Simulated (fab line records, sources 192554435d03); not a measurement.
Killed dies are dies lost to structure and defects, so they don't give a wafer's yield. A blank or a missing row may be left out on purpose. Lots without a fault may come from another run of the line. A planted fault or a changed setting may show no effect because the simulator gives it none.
Which tool did it? | flow n5_finfet | 19 lots, 57 wafers sampled, at 6 steps of a route of 1938

WHAT THE GAUGES READ, wafer by wafer
The record holds no reading of a measuring or inspecting step that can be judged against a usual standard deviation.

WHICH TOOL RAN EACH LOT (tool, then ch and the chambers of the sampled wafers, then the start)
lot  | N5_HKMG_FIN_DESCUM_17             | N5_HKMG_FIN_ETCH_67               | N5_GATE_CUT_ETCH_36               | N5_GATE_CUT_HM_OPEN_40            | N5_GATE_CUT_ETCH_19               | N5_GATE_CUT_VAPOR_ETCH_48
L076 | rie_diel-01 ch 0,2, day 4 18:38   | rie_diel-03 ch 0,2,3, day 4 21:31 | rie_diel-02 ch 0,1,3, day 5 03:45 | rie_diel-02 ch 0,1,3, day 5 03:52 | rie_diel-02 ch 0,1,3, day 5 03:59 | rie_metal-02 ch 1, day 5 04:16
L075 | rie_diel-03 ch 2,3, day 4 21:47   | rie_diel-01 ch 1,2, day 5 00:11   | rie_diel-04 ch 0,3, day 5 07:17   | rie_diel-04 ch 0,3, day 5 07:24   | rie_diel-04 ch 0,3, day 5 07:31   | rie_metal-01 ch 0,1, day 5 07:49
L077 | rie_diel-01 ch 0,1,2, day 5 05:55 | rie_diel-01 ch 0,2, day 5 08:32   | rie_diel-06 ch 0,2, day 5 14:18   | rie_diel-06 ch 0,2, day 5 14:25   | rie_diel-06 ch 0,2, day 5 14:32   | rie_metal-01 ch 0,1, day 5 14:49
L078 | rie_diel-01 ch 0,1, day 5 08:44   | rie_diel-03 ch 2,3, day 5 11:38   | rie_diel-06 ch 0,2, day 5 17:39   | rie_diel-06 ch 0,2, day 5 17:46   | rie_diel-06 ch 0,2, day 5 17:53   | rie_metal-02 ch 0,1, day 5 18:11
L074 | rie_diel-01 ch 0,2, day 5 11:49   | rie_diel-03 ch 0,2,3, day 5 14:17 | rie_diel-06 ch 0,1, day 5 20:16   | rie_diel-06 ch 0,1, day 5 20:22   | rie_diel-06 ch 0,1, day 5 20:29   | rie_metal-01 ch 0,1, day 5 20:47
L079 | rie_diel-03 ch 0,2, day 5 12:43   | rie_diel-05 ch 0,1, day 5 15:08   | rie_diel-04 ch 0,1,3, day 5 21:11 | rie_diel-04 ch 0,1,3, day 5 21:18 | rie_diel-04 ch 0,1,3, day 5 21:25 | rie_metal-01 ch 0,1, day 5 21:43
L080 | rie_diel-05 ch 0,1,2, day 5 16:41 | rie_diel-05 ch 0,2, day 5 19:12   | rie_diel-04 ch 0,3, day 6 01:37   | rie_diel-04 ch 0,3, day 6 01:43   | rie_diel-04 ch 0,3, day 6 01:50   | rie_metal-02 ch 0,1, day 6 02:08
L082 | rie_diel-03 ch 0,2,3, day 6 04:06 | rie_diel-01 ch 0,1,2, day 6 06:49 | rie_diel-02 ch 0,1,3, day 6 12:49 | rie_diel-02 ch 0,1,3, day 6 12:56 | rie_diel-02 ch 0,1,3, day 6 13:03 | rie_metal-03 ch 0,1, day 6 13:20
L083 | rie_diel-03 ch 0,2, day 6 10:01   | rie_diel-01 ch 0,1,3, day 6 12:31 | rie_diel-06 ch 1,2,3, day 6 18:42 | rie_diel-06 ch 1,2,3, day 6 18:49 | rie_diel-06 ch 1,2,3, day 6 18:56 | rie_metal-02 ch 0,1, day 6 19:13
L084 | rie_diel-03 ch 0,2, day 6 12:46   | rie_diel-05 ch 1,3, day 6 15:15   | rie_diel-04 ch 0,1,3, day 6 21:00 | rie_diel-04 ch 0,1,3, day 6 21:07 | rie_diel-04 ch 0,1,3, day 6 21:14 | rie_metal-03 ch 0,1, day 6 21:31
L085 | rie_diel-05 ch 0,3, day 6 23:59   | rie_diel-05 ch 0,1,3, day 7 02:23 | rie_diel-02 ch 0,2, day 7 08:17   | rie_diel-02 ch 0,2, day 7 08:23   | rie_diel-02 ch 0,2, day 7 08:31   | rie_metal-03 ch 1, day 7 08:48
L086 | rie_diel-05 ch 1,2,3, day 7 12:35 | rie_diel-03 ch 0,1, day 7 15:06   | rie_diel-02 ch 1,3, day 7 21:05   | rie_diel-02 ch 1,3, day 7 21:12   | rie_diel-02 ch 1,3, day 7 21:19   | rie_metal-01 ch 1, day 7 21:47
L087 | rie_diel-01 ch 0,3, day 7 15:56   | rie_diel-05 ch 2,3, day 7 18:37   | rie_diel-04 ch 1,3, day 8 00:54   | rie_diel-04 ch 1,3, day 8 01:01   | rie_diel-04 ch 1,3, day 8 01:08   | rie_metal-01 ch 0,1, day 8 01:25
L090 | rie_diel-03 ch 0,1,3, day 8 00:34 | rie_diel-01 ch 2,3, day 8 03:01   | rie_diel-04 ch 0,1, day 8 09:07   | rie_diel-04 ch 0,1, day 8 09:13   | rie_diel-04 ch 0,1, day 8 09:20   | rie_metal-03 ch 0,1, day 8 09:38
L089 | rie_diel-03 ch 0,1,3, day 8 02:11 | rie_diel-01 ch 1,2,3, day 8 04:39 | rie_diel-02 ch 1,2,3, day 8 11:08 | rie_diel-02 ch 1,2,3, day 8 11:14 | rie_diel-02 ch 1,2,3, day 8 11:22 | rie_metal-03 ch 0,1, day 8 11:39
L092 | rie_diel-03 ch 1,2,3, day 8 15:41 | rie_diel-03 ch 0,2, day 8 18:11   | rie_diel-04 ch 0,3, day 9 00:38   | rie_diel-04 ch 0,3, day 9 00:44   | rie_diel-04 ch 0,3, day 9 00:52   | rie_metal-01 ch 0, day 9 01:21
L094 | rie_diel-01 ch 0,1,3, day 9 04:26 | rie_diel-01 ch 0,1, day 9 06:59   | rie_diel-06 ch 1,2,3, day 9 12:50 | rie_diel-06 ch 1,2,3, day 9 12:57 | rie_diel-06 ch 1,2,3, day 9 13:04 | rie_metal-02 ch 0,1, day 9 13:22
L095 | rie_diel-05 ch 0,1,2, day 9 11:32 | rie_diel-05 ch 0,1,2, day 9 14:01 | rie_diel-02 ch 0,1,2, day 9 20:13 | rie_diel-02 ch 0,1,2, day 9 20:19 | rie_diel-02 ch 0,1,2, day 9 20:26 | rie_metal-03 ch 0,1, day 9 20:44
L097 | rie_diel-03 ch 0,1, day 10 00:55  | rie_diel-01 ch 0,2, day 10 03:18  | rie_diel-06 ch 1,2, day 10 09:10  | rie_diel-06 ch 1,2, day 10 09:17  | rie_diel-06 ch 1,2, day 10 09:24  | rie_metal-02 ch 0,1, day 10 09:41
- N5_HKMG_FIN_DESCUM_17: chemistry O2, time 7.9 s.
- N5_HKMG_FIN_ETCH_67: etches SOC in N2/H2, stops on TiN, target depth 388.9 nm.
- N5_GATE_CUT_ETCH_36: etches SiARC in CF4, target depth 13 nm, time 21.7 s.
- N5_GATE_CUT_HM_OPEN_40: chemistry C4F6/O2, target SiO2, target depth 139 nm, time 85.1 s.
- N5_GATE_CUT_ETCH_19: etches SiNx in CH3F/O2, target depth 53.7 nm, time 76.7 s.
- N5_GATE_CUT_VAPOR_ETCH_48: etches TiN in BCl3/Cl2.

WHAT THE TOOLS THEMSELVES READ (means of the sampled wafers that have a number; where no wafer has one, the mark that the record gives instead)
N5_HKMG_FIN_DESCUM_17. Usual: drypump_motor_current_A 5.6 A, standard deviation 0.52; oes_product_au 0.79 a.u., standard deviation 0.065; rf_vpp_V 243.6 V, standard deviation 1.4; showerhead_plenum_p_Torr 2.13 Torr, standard deviation 0.067; throttle_valve_pct 20.56 %, standard deviation 0.23.
lot  | tool        | drypump_motor_current_A (A) | oes_product_au (a.u.) | rf_vpp_V (V) | showerhead_plenum_p_Torr (Torr) | throttle_valve_pct (%) | flag
L076 | rie_diel-01 | 5.9                         | 0.82                  | 243.6        | 2.14                            | 20.32                  |
L075 | rie_diel-03 | 5.6                         | 0.77                  | 242.6        | 2.09                            | 20.81                  |
L077 | rie_diel-01 | 5.5                         | 0.83                  | 244.5        | 2.15                            | 20.43                  |
L078 | rie_diel-01 | 6.0                         | 0.86                  | 243.8        | 2.12                            | 20.23                  |
L074 | rie_diel-01 | 5.4                         | 0.77                  | 245.0        | 2.17                            | 20.54                  |
L079 | rie_diel-03 | 5.4                         | 0.78                  | 243.5        | 2.15                            | 20.70                  |
L080 | rie_diel-05 | 5.8                         | 0.89                  | 243.9        | 2.11                            | 20.50                  |
L082 | rie_diel-03 | 5.8                         | 0.75                  | 243.1        | 2.10                            | 20.70                  |
L083 | rie_diel-03 | 5.6                         | 0.77                  | 244.3        | 2.16                            | 20.56                  |
L084 | rie_diel-03 | 5.4                         | 0.77                  | 243.4        | 2.14                            | 20.72                  |
L085 | rie_diel-05 | 5.7                         | 0.85                  | 243.6        | 2.11                            | 20.69                  |
L086 | rie_diel-05 | 5.3                         | 0.86                  | 244.3        | 2.16                            | 20.44                  |
L087 | rie_diel-01 | 6.0                         | 0.79                  | 243.7        | 2.12                            | 20.21                  |
L090 | rie_diel-03 | 5.7                         | 0.75                  | 243.0        | 2.10                            | 20.57                  |
L089 | rie_diel-03 | 5.7                         | 0.75                  | 242.6        | 2.10                            | 20.58                  |
L092 | rie_diel-03 | 5.6                         | 0.75                  | 242.3        | 2.08                            | 20.74                  |
L094 | rie_diel-01 | 5.6                         | 0.78                  | 243.6        | 2.13                            | 20.34                  |
L095 | rie_diel-05 | 5.8                         | 0.85                  | 243.0        | 2.10                            | 20.53                  |
L097 | rie_diel-03 | 5.4                         | 0.78                  | 243.4        | 2.13                            | 20.52                  |

N5_HKMG_FIN_ETCH_67. Usual: drypump_motor_current_A 5.5 A, standard deviation 0.51; oes_product_au 0.79 a.u., standard deviation 0.061; rf_vpp_V 241.2 V, standard deviation 1.4; showerhead_plenum_p_Torr 2.58 Torr, standard deviation 0.086; throttle_valve_pct 17.89 %, standard deviation 0.12.
lot  | tool        | drypump_motor_current_A (A) | oes_product_au (a.u.) | rf_vpp_V (V) | showerhead_plenum_p_Torr (Torr) | throttle_valve_pct (%) | flag
L076 | rie_diel-03 | 5.8                         | 0.76                  | 240.8        | 2.56                            | 17.97                  |
L075 | rie_diel-01 | 5.1                         | 0.80                  | 241.7        | 2.62                            | 17.81                  |
L077 | rie_diel-01 | 5.9                         | 0.79                  | 241.2        | 2.60                            | 17.78                  |
L078 | rie_diel-03 | 5.6                         | 0.76                  | 240.3        | 2.52                            | 18.02                  |
L074 | rie_diel-03 | 5.8                         | 0.75                  | 240.6        | 2.56                            | 18.00                  |
L079 | rie_diel-05 | 5.9                         | 0.86                  | 239.2        | 2.48                            | 17.91                  |
L080 | rie_diel-05 | 6.0                         | 0.86                  | 241.9        | 2.55                            | 17.87                  |
L082 | rie_diel-01 | 5.6                         | 0.80                  | 240.9        | 2.60                            | 17.78                  |
L083 | rie_diel-01 | 5.7                         | 0.80                  | 240.7        | 2.61                            | 17.74                  |
L084 | rie_diel-05 | 5.3                         | 0.85                  | 240.3        | 2.56                            | 17.89                  |
L085 | rie_diel-05 | 5.5                         | 0.84                  | 240.4        | 2.55                            | 17.89                  |
L086 | rie_diel-03 | 5.6                         | 0.77                  | 241.3        | 2.64                            | 17.92                  |
L087 | rie_diel-05 | 4.9                         | 0.84                  | 243.1        | 2.70                            | 17.85                  |
L090 | rie_diel-01 | 5.1                         | 0.72                  | 241.5        | 2.62                            | 17.89                  |
L089 | rie_diel-01 | 5.1                         | 0.76                  | 241.6        | 2.61                            | 17.83                  |
L092 | rie_diel-03 | 5.4                         | 0.75                  | 241.5        | 2.58                            | 18.00                  |
L094 | rie_diel-01 | 5.6                         | 0.82                  | 241.4        | 2.58                            | 17.75                  |
L095 | rie_diel-05 | 5.8                         | 0.82                  | 240.4        | 2.55                            | 17.94                  |
L097 | rie_diel-01 | 5.4                         | 0.73                  | 241.2        | 2.60                            | 17.90                  |

N5_GATE_CUT_ETCH_36. Usual: drypump_motor_current_A 5.9 A, standard deviation 0.34; etch_rf_on_time_s 22.0 s, standard deviation 0.66; oes_product_au 0.68 a.u., standard deviation 0.087; rf_vpp_V 184.0 V, standard deviation 1.2; showerhead_plenum_p_Torr 2.13 Torr, standard deviation 0.074; throttle_valve_pct 15.61 %, standard deviation 0.25.
lot  | tool        | drypump_motor_current_A (A) | etch_rf_on_time_s (s) | oes_product_au (a.u.) | rf_vpp_V (V) | showerhead_plenum_p_Torr (Torr) | throttle_valve_pct (%) | flag
L076 | rie_diel-02 | 6.1                         | 22.0                  | 0.70                  | 183.8        | 2.13                            | 15.65                  |
L075 | rie_diel-04 | 5.7                         | 21.2                  | 0.72                  | 183.8        | 2.14                            | 15.46                  |
L077 | rie_diel-06 | 5.9                         | 22.2                  | 0.70                  | 183.9        | 2.22                            | 15.26                  |
L078 | rie_diel-06 | 5.9                         | 22.1                  | 0.70                  | 185.6        | 2.22                            | 15.26                  |
L074 | rie_diel-06 | 5.9                         | 21.5                  | 0.67                  | 183.7        | 2.09                            | 15.63                  |
L079 | rie_diel-04 | 5.9                         | 21.8                  | 0.65                  | 183.1        | 2.12                            | 15.66                  |
L080 | rie_diel-04 | 5.7                         | 21.4                  | 0.70                  | 184.8        | 2.14                            | 15.47                  |
L082 | rie_diel-02 | 6.1                         | 22.2                  | 0.68                  | 183.5        | 2.13                            | 15.67                  |
L083 | rie_diel-06 | 5.9                         | 22.3                  | 0.65                  | 183.9        | 2.11                            | 15.64                  |
L084 | rie_diel-04 | 5.9                         | 21.6                  | 0.64                  | 183.2        | 2.11                            | 15.69                  |
L085 | rie_diel-02 | 6.1                         | 22.2                  | 0.67                  | 183.8        | 2.09                            | 15.66                  |
L086 | rie_diel-02 | 5.9                         | 22.1                  | 0.68                  | 183.8        | 2.16                            | 15.70                  |
L087 | rie_diel-04 | 5.5                         | 21.1                  | 0.68                  | 184.9        | 2.17                            | 15.49                  |
L090 | rie_diel-04 | 6.0                         | 22.3                  | 0.57                  | 183.6        | 2.09                            | 15.91                  |
L089 | rie_diel-02 | 5.7                         | 22.4                  | 0.73                  | 184.7        | 2.17                            | 15.59                  |
L092 | rie_diel-04 | 5.7                         | 21.6                  | 0.68                  | 184.5        | 2.13                            | 15.53                  |
L094 | rie_diel-06 | 5.9                         | 22.1                  | 0.73                  | 184.7        | 2.19                            | 15.51                  |
L095 | rie_diel-02 | 5.9                         | 22.4                  | 0.66                  | 183.9        | 2.12                            | 15.71                  |
L097 | rie_diel-06 | 5.9                         | 22.1                  | 0.76                  | 186.2        | 2.26                            | 15.38                  |

N5_GATE_CUT_HM_OPEN_40. Usual: drypump_motor_current_A 5.9 A, standard deviation 0.34; etch_rf_on_time_s 94.7 s, standard deviation 2.4; oes_f_703_au 0.80 a.u., standard deviation 0.1; oes_product_au 0.72 a.u., standard deviation 0.091; rf_vpp_V 666 V, standard deviation 11; showerhead_plenum_p_Torr 2.84 Torr, standard deviation 0.1; throttle_valve_pct 20.98 %, standard deviation 0.25.
lot  | tool        | drypump_motor_current_A (A) | etch_rf_on_time_s (s) | oes_f_703_au (a.u.) | oes_product_au (a.u.) | rf_vpp_V (V) | showerhead_plenum_p_Torr (Torr) | throttle_valve_pct (%) | flag
L076 | rie_diel-02 | 6.1                         | 94.6                  | 0.81                | 0.73                  | 662          | 2.84                            | 21.01                  |
L075 | rie_diel-04 | 5.7                         | 94.4                  | 0.85                | 0.75                  | 670          | 2.85                            | 20.85                  |
L077 | rie_diel-06 | 5.9                         | 96.8                  | 0.83                | 0.74                  | 666          | 2.96                            | 20.57                  |
L078 | rie_diel-06 | 5.9                         | 94.9                  | 0.83                | 0.74                  | 667          | 2.95                            | 20.56                  |
L074 | rie_diel-06 | 5.9                         | 92.2                  | 0.79                | 0.70                  | 664          | 2.77                            | 20.90                  |
L079 | rie_diel-04 | 5.8                         | 93.3                  | 0.77                | 0.68                  | 665          | 2.82                            | 21.03                  |
L080 | rie_diel-04 | 5.7                         | 93.4                  | 0.83                | 0.74                  | 670          | 2.84                            | 20.87                  |
L082 | rie_diel-02 | 6.1                         | 96.5                  | 0.80                | 0.72                  | 663          | 2.83                            | 21.03                  |
L083 | rie_diel-06 | 5.9                         | 94.0                  | 0.76                | 0.70                  | 670          | 2.81                            | 20.97                  |
L084 | rie_diel-04 | 5.8                         | 94.4                  | 0.76                | 0.67                  | 664          | 2.81                            | 21.06                  |
L085 | rie_diel-02 | 6.1                         | 94.8                  | 0.77                | 0.71                  | 671          | 2.78                            | 21.01                  |
L086 | rie_diel-02 | 5.9                         | 95.7                  | 0.80                | 0.72                  | 665          | 2.87                            | 21.10                  |
L087 | rie_diel-04 | 5.6                         | 93.3                  | 0.81                | 0.71                  | 660          | 2.88                            | 20.89                  |
L090 | rie_diel-04 | 6.0                         | 96.5                  | 0.68                | 0.60                  | 660          | 2.78                            | 21.24                  |
L089 | rie_diel-02 | 5.7                         | 94.2                  | 0.85                | 0.77                  | 664          | 2.89                            | 21.00                  |
L092 | rie_diel-04 | 5.7                         | 94.0                  | 0.80                | 0.71                  | 670          | 2.83                            | 20.91                  |
L094 | rie_diel-06 | 5.9                         | 93.9                  | 0.85                | 0.78                  | 673          | 2.91                            | 20.89                  |
L095 | rie_diel-02 | 5.9                         | 93.9                  | 0.76                | 0.70                  | 673          | 2.82                            | 21.07                  |
L097 | rie_diel-06 | 6.0                         | 94.3                  | 0.89                | 0.81                  | 672          | 2.99                            | 20.70                  |

N5_GATE_CUT_ETCH_19. Usual: drypump_motor_current_A 5.9 A, standard deviation 0.34; etch_rf_on_time_s 77.6 s, standard deviation 1.8; oes_f_703_au 0.80 a.u., standard deviation 0.1; oes_product_au 0.68 a.u., standard deviation 0.087; rf_vpp_V 297 V, standard deviation 4.8; showerhead_plenum_p_Torr 1.99 Torr, standard deviation 0.073; throttle_valve_pct 16.37 %, standard deviation 0.25.
lot  | tool        | drypump_motor_current_A (A) | etch_rf_on_time_s (s) | oes_f_703_au (a.u.) | oes_product_au (a.u.) | rf_vpp_V (V) | showerhead_plenum_p_Torr (Torr) | throttle_valve_pct (%) | flag
L076 | rie_diel-02 | 6.1                         | 78.0                  | 0.81                | 0.70                  | 295          | 1.99                            | 16.39                  |
L075 | rie_diel-04 | 5.7                         | 76.3                  | 0.84                | 0.71                  | 300          | 2.00                            | 16.23                  |
L077 | rie_diel-06 | 5.9                         | 77.5                  | 0.82                | 0.70                  | 298          | 2.08                            | 16.01                  |
L078 | rie_diel-06 | 5.9                         | 77.3                  | 0.82                | 0.70                  | 299          | 2.08                            | 16.00                  |
L074 | rie_diel-06 | 5.9                         | 75.9                  | 0.79                | 0.67                  | 297          | 1.95                            | 16.34                  |
L079 | rie_diel-04 | 5.8                         | 77.5                  | 0.77                | 0.64                  | 297          | 1.98                            | 16.43                  |
L080 | rie_diel-04 | 5.7                         | 76.0                  | 0.83                | 0.71                  | 299          | 2.00                            | 16.25                  |
L082 | rie_diel-02 | 6.1                         | 78.9                  | 0.80                | 0.68                  | 296          | 1.99                            | 16.41                  |
L083 | rie_diel-06 | 5.9                         | 78.2                  | 0.76                | 0.65                  | 299          | 1.97                            | 16.39                  |
L084 | rie_diel-04 | 5.8                         | 78.4                  | 0.76                | 0.63                  | 297          | 1.98                            | 16.46                  |
L085 | rie_diel-02 | 6.1                         | 78.5                  | 0.77                | 0.67                  | 299          | 1.95                            | 16.39                  |
L086 | rie_diel-02 | 5.9                         | 78.4                  | 0.80                | 0.68                  | 296          | 2.02                            | 16.46                  |
L087 | rie_diel-04 | 5.6                         | 75.5                  | 0.82                | 0.68                  | 294          | 2.02                            | 16.26                  |
L090 | rie_diel-04 | 6.0                         | 79.0                  | 0.69                | 0.57                  | 295          | 1.95                            | 16.66                  |
L089 | rie_diel-02 | 5.7                         | 77.4                  | 0.85                | 0.73                  | 297          | 2.03                            | 16.36                  |
L092 | rie_diel-04 | 5.7                         | 76.0                  | 0.80                | 0.68                  | 298          | 1.99                            | 16.30                  |
L094 | rie_diel-06 | 5.9                         | 77.8                  | 0.85                | 0.73                  | 300          | 2.05                            | 16.27                  |
L095 | rie_diel-02 | 5.9                         | 78.9                  | 0.76                | 0.66                  | 300          | 1.98                            | 16.46                  |
L097 | rie_diel-06 | 5.9                         | 77.2                  | 0.90                | 0.76                  | 302          | 2.11                            | 16.11                  |

N5_GATE_CUT_VAPOR_ETCH_48. Usual: drypump_motor_current_A 5.9 A, standard deviation 0.49; oes_product_au 0.77 a.u., standard deviation 0.12.
lot  | tool         | drypump_motor_current_A (A) | oes_product_au (a.u.) | flag
L076 | rie_metal-02 | 4.9                         | 0.74                  |
L075 | rie_metal-01 | 6.0                         | 0.69                  |
L077 | rie_metal-01 | 5.9                         | 0.78                  |
L078 | rie_metal-02 | 5.4                         | 0.68                  |
L074 | rie_metal-01 | 6.0                         | 0.69                  |
L079 | rie_metal-01 | 6.0                         | 0.69                  |
L080 | rie_metal-02 | 5.2                         | 0.71                  |
L082 | rie_metal-03 | 6.4                         | 0.78                  |
L083 | rie_metal-02 | 5.1                         | 0.71                  |
L084 | rie_metal-03 | 6.4                         | 0.85                  |
L085 | rie_metal-03 | 6.4                         | 0.92                  |
L086 | rie_metal-01 | 5.8                         | 0.85                  |
L087 | rie_metal-01 | 5.9                         | 0.90                  |
L090 | rie_metal-03 | 6.4                         | 0.77                  |
L089 | rie_metal-03 | 6.4                         | 0.83                  |
L092 | rie_metal-01 | 6.1                         | 0.93                  |
L094 | rie_metal-02 | 5.2                         | 0.70                  |
L095 | rie_metal-03 | 6.4                         | 0.82                  |
L097 | rie_metal-02 | 5.2                         | 0.69                  |

THE ANSWER, worked out from the rows above alone
Rule: a lot is off if the mean of its wafers that have a number lies more than 3 standard deviations from the usual mean. A lot without any number at a reading at which 4 lots or more have one is off too. The other lots that the step has rows for count as sound. The gauges are gone through in route order, then the tools' own readings, and for those a lot's mean is taken as printed above. The first step at which some lot is off is used, and at that step the reading that is off furthest; a lot without a number counts as furthest.
No lot is off at any reading shown: from this, nothing can be told.

WHAT THE SIMULATOR HAD PUT IN
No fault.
